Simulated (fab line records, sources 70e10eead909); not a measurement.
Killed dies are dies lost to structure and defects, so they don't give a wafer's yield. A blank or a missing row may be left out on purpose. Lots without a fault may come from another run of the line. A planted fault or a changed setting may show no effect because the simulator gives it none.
Which tool did it? | flow nand_harc | 13 lots, 39 wafers sampled, at 5 steps of a route of 1302

WHAT THE GAUGES READ, wafer by wafer
NHARC_A_START_INSPECT_01. Usual: raw_defect_count 3.7, standard deviation 2.
lot  | measured     | on                | raw_defect_count | flag
L765 | day 7 07:46  | defect_inspect-01 | 5 4 8            |
L767 | day 7 23:23  | defect_inspect-02 | 5 4 6            |
L766 | day 8 01:42  | defect_inspect-02 | 4 2 5            |
L774 | day 10 23:44 | defect_inspect-01 | 4 5 3            |
L779 | day 12 21:35 | defect_inspect-02 | 1 5 7            |
L778 | day 12 22:33 | defect_inspect-02 | 2 3 6            |
L780 | day 13 11:37 | defect_inspect-02 | 2 3 5            |
L781 | day 13 21:13 | defect_inspect-02 | 3 4 4            |
L782 | day 14 03:22 | defect_inspect-02 | 8 2 4            |
L784 | day 14 18:53 | defect_inspect-02 | 4 2 5            |
L785 | day 15 07:27 | defect_inspect-02 | 5 4 3            |
L786 | day 15 20:26 | defect_inspect-02 | 5 8 7            |
L787 | day 16 09:54 | defect_inspect-02 | 2 5 2            |

NHARC_A_SOURCE_PLATE_THK_MEAS_06: measures by ellipsometry. Usual: thk_nm 199.2 nm, standard deviation 2.1.
lot  | measured     | on            | thk_nm (nm)       | flag
L765 | day 8 08:13  | film_metro-02 | 196.1 198.2 198.1 |
L767 | day 9 01:35  | film_metro-01 | 201.0 197.5 199.2 |
L766 | day 9 01:35  | film_metro-02 | 201.3 200.4 200.8 |
L774 | day 11 23:08 | film_metro-02 | 197.8 200.1 199.0 |
L779 | day 13 19:33 | film_metro-02 | 197.2 198.1 198.2 |
L778 | day 13 19:34 | film_metro-01 | 196.6 197.1 197.9 |
L780 | day 14 12:08 | film_metro-02 | 200.0 201.8 200.1 |
L781 | day 14 18:54 | film_metro-02 | 199.0 198.3 200.8 |
L782 | day 15 03:43 | film_metro-02 | 201.3 200.4 201.4 |
L784 | day 15 19:31 | film_metro-02 | 197.7 197.5 194.7 |
L785 | day 16 06:09 | film_metro-02 | 198.5 198.3 198.8 |
L786 | day 17 04:03 | film_metro-02 | 203.2 202.6 202.7 |
L787 | day 17 17:49 | film_metro-02 | 199.4 199.2 198.1 |

NHARC_A_ONON_D1_THK_MEAS_05: measures by ellipsometry. Usual: thk_nm 1000 nm, standard deviation 8.4.
lot  | measured     | on            | thk_nm (nm)    | flag
L765 | day 8 09:26  | film_metro-01 | 1009 1009 1009 |
L767 | day 9 02:48  | film_metro-02 | 1014 1012 1013 |
L766 | day 9 02:47  | film_metro-02 | 1011 1009 1010 |
L774 | day 12 00:21 | film_metro-01 | 1053 1013 1014 | OFF
L779 | day 13 20:46 | film_metro-01 | 996 997 994    |
L778 | day 13 20:46 | film_metro-01 | 994 994 995    |
L780 | day 14 13:24 | film_metro-01 | 998 998 997    |
L781 | day 14 20:07 | film_metro-02 | 1004 1006 1004 |
L782 | day 15 04:58 | film_metro-02 | 997 997 996    |
L784 | day 15 20:45 | film_metro-01 | 1001 1000 1001 |
L785 | day 16 07:21 | film_metro-01 | 995 997 996    |
L786 | day 17 05:22 | film_metro-02 | 996 996 995    |
L787 | day 17 19:02 | film_metro-02 | 996 998 997    |

NHARC_A_ONON_D1_THK_MEAS_27: measures by ellipsometry. Usual: thk_nm 1003 nm, standard deviation 7.6.
lot  | measured     | on            | thk_nm (nm)    | flag
L765 | day 8 22:31  | film_metro-01 | 1013 1013 1013 |
L767 | day 9 14:19  | film_metro-01 | 996 996 998    |
L766 | day 9 14:20  | film_metro-02 | 1006 1004 1005 |
L774 | day 12 11:49 | film_metro-01 | 994 995 994    |
L779 | day 14 09:31 | film_metro-02 | 1007 1007 1008 |
L778 | day 14 09:18 | film_metro-02 | 1010 1009 1009 |
L780 | day 15 01:14 | film_metro-02 | 1000 999 1000  |
L781 | day 15 09:08 | film_metro-02 | 1003 1003 1004 |
L782 | day 15 19:40 | film_metro-01 | 993 993 992    |
L784 | day 16 08:16 | film_metro-01 | 1006 1005 1006 |
L785 | day 17 06:17 | film_metro-02 | 1012 1013 1014 |
L786 | day 17 20:54 | film_metro-02 | 1004 1003 1004 |
L787 | day 18 06:15 | film_metro-02 | 1009 1013 1010 |

WHICH TOOL RAN EACH LOT (tool, then ch and the chambers of the sampled wafers, then the start)
lot  | NHARC_A_ONON_D1_DEP_03
L765 | pecvd_onon-04 ch 0, day 8 08:56
L767 | pecvd_onon-04 ch 0, day 9 02:17
L766 | pecvd_onon-01 ch 0, day 9 02:17
L774 | pecvd_onon-01 ch 0, day 11 23:57
L779 | pecvd_onon-02 ch 0, day 13 20:15
L778 | pecvd_onon-04 ch 0, day 13 20:16
L780 | pecvd_onon-02 ch 0, day 14 12:57
L781 | pecvd_onon-04 ch 0, day 14 19:36
L782 | pecvd_onon-02 ch 0, day 15 04:34
L784 | pecvd_onon-01 ch 0, day 15 20:17
L785 | pecvd_onon-01 ch 0, day 16 06:51
L786 | pecvd_onon-04 ch 0, day 17 04:51
L787 | pecvd_onon-04 ch 0, day 17 18:34
- NHARC_A_ONON_D1_DEP_03: target thk 1000 nm.

WHAT THE TOOLS THEMSELVES READ (means of the sampled wafers that have a number; where no wafer has one, the mark that the record gives instead)
NHARC_A_ONON_D1_DEP_03. Usual: nh3_flow_sccm 500.2 sccm, standard deviation 1.6.
lot  | tool          | nh3_flow_sccm (sccm) | flag
L765 | pecvd_onon-04 | 499.4                |
L767 | pecvd_onon-04 | 499.3                |
L766 | pecvd_onon-01 | 503.4                |
L774 | pecvd_onon-01 | 502.0                |
L779 | pecvd_onon-02 | 498.9                |
L778 | pecvd_onon-04 | 501.9                |
L780 | pecvd_onon-02 | 500.3                |
L781 | pecvd_onon-04 | 501.0                |
L782 | pecvd_onon-02 | 502.0                |
L784 | pecvd_onon-01 | 500.3                |
L785 | pecvd_onon-01 | 500.1                |
L786 | pecvd_onon-04 | 499.4                |
L787 | pecvd_onon-04 | 498.5                |

THE ANSWER, worked out from the rows above alone
Rule: a lot is off if the mean of its wafers that have a number lies more than 3 standard deviations from the usual mean. A lot without any number at a reading at which 4 lots or more have one is off too. The other lots that the step has rows for count as sound. The gauges are gone through in route order, then the tools' own readings, and for those a lot's mean is taken as printed above. The first step at which some lot is off is used, and at that step the reading that is off furthest; a lot without a number counts as furthest.
Off: L774, at NHARC_A_ONON_D1_THK_MEAS_05 (thk_nm).
A tool fits if, at a process step before that reading, it ran every lot that is off, and no sound lot after the first of them. The gauges at NHARC_A_ONON_D1_THK_MEAS_05 are tried like those tools. None of those tried fits.

WHAT THE SIMULATOR HAD PUT IN
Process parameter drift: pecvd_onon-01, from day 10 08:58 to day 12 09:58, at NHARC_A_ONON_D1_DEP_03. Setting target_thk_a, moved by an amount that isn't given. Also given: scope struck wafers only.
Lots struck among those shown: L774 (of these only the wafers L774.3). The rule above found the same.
